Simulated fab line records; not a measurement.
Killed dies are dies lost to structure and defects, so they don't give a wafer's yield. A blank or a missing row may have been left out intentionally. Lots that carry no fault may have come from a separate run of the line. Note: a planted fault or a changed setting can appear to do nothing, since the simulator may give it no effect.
Chamber matching || flow n5 finfet || N5_STI_FIN_REVEAL_ALD_14 on ald sin-01: 4 sister chambers
The step deposits Si3N4, target thk 3 nm. 8 wafers are shown with their chamber, then 11 later ones without.

== WAFERS, EACH WITH ITS CHAMBER ==
{"wafer": "L080.2", "chamber": 2, "heater power w (W)": 853, "chamber pressure Torr (Torr)": 2.001}
{"wafer": "L082.2", "chamber": 2, "heater power w (W)": 825, "chamber pressure Torr (Torr)": 1.995}
{"wafer": "L082.6", "chamber": 1, "heater power w (W)": 829, "chamber pressure Torr (Torr)": 1.999}
{"wafer": "L083.5", "chamber": 3, "heater power w (W)": 791, "chamber pressure Torr (Torr)": 1.997}
{"wafer": "L085.2", "chamber": 1, "heater power w (W)": 845, "chamber pressure Torr (Torr)": 1.996}
{"wafer": "L085.3", "chamber": 0, "heater power w (W)": 657, "chamber pressure Torr (Torr)": 1.998}
{"wafer": "L085.6", "chamber": 3, "heater power w (W)": 755, "chamber pressure Torr (Torr)": 1.999}
{"wafer": "L087.1", "chamber": 0, "heater power w (W)": 660, "chamber pressure Torr (Torr)": 1.989}

== WAFERS WITHOUT THEIR CHAMBER ==
{"wafer": "L087.2", "heater power w (W)": 777, "chamber pressure Torr (Torr)": 1.998}
{"wafer": "L087.3", "heater power w (W)": 832, "chamber pressure Torr (Torr)": 2.006}
{"wafer": "L093.3", "heater power w (W)": 857, "chamber pressure Torr (Torr)": 2.003}
{"wafer": "L093.5", "heater power w (W)": 838, "chamber pressure Torr (Torr)": 1.999}
{"wafer": "L093.6", "heater power w (W)": 823, "chamber pressure Torr (Torr)": 2.004}
{"wafer": "L094.2", "heater power w (W)": 786, "chamber pressure Torr (Torr)": 2.005}
{"wafer": "L094.4", "heater power w (W)": 666, "chamber pressure Torr (Torr)": 2.003}
{"wafer": "L094.6", "heater power w (W)": 847, "chamber pressure Torr (Torr)": 2.004}
{"wafer": "L095.1", "heater power w (W)": 756, "chamber pressure Torr (Torr)": 1.997}
{"wafer": "L095.2", "heater power w (W)": 851, "chamber pressure Torr (Torr)": 2.000}
{"wafer": "L095.4", "heater power w (W)": 838, "chamber pressure Torr (Torr)": 1.995}

== CHAMBER TAKEN BY EACH ==
{"wafer": "L087.2", "from the rows above": 3, "in truth": 3}
{"wafer": "L087.3", "from the rows above": "can't be placed: 2 or 1 or 3", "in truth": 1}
{"wafer": "L093.3", "from the rows above": "can't be placed: 2 or 1", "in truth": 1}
{"wafer": "L093.5", "from the rows above": "can't be placed: 2 or 1", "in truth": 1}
{"wafer": "L093.6", "from the rows above": "can't be placed: 2 or 1 or 3", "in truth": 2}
{"wafer": "L094.2", "from the rows above": "can't be placed: 3 or 1 or 2", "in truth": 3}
{"wafer": "L094.4", "from the rows above": 0, "in truth": 0}
{"wafer": "L094.6", "from the rows above": "can't be placed: 2 or 1", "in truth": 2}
{"wafer": "L095.1", "from the rows above": 3, "in truth": 3}
{"wafer": "L095.2", "from the rows above": "can't be placed: 2 or 1", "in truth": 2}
{"wafer": "L095.4", "from the rows above": "can't be placed: 1 or 2", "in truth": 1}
3 of 11 placed correctly. Not placeable from these rows: 8 (in 8, the candidates include the true chamber). Placed wrongly: 0.
How it was worked out, from the rows above alone: a wafer's distance from a chamber is the root of the sum, over the readings, of the square of ((its reading less the chamber's mean) divided by the reading's scatter). The wafer belongs to the nearest chamber; if the next one is less than 2 further off, it can't be placed. Each chamber's mean is taken over the wafers shown for it. The scatter: take each reading less its chamber's mean, square it, sum over the shown wafers, divide by the number of wafers less the number of chambers, and take the root.
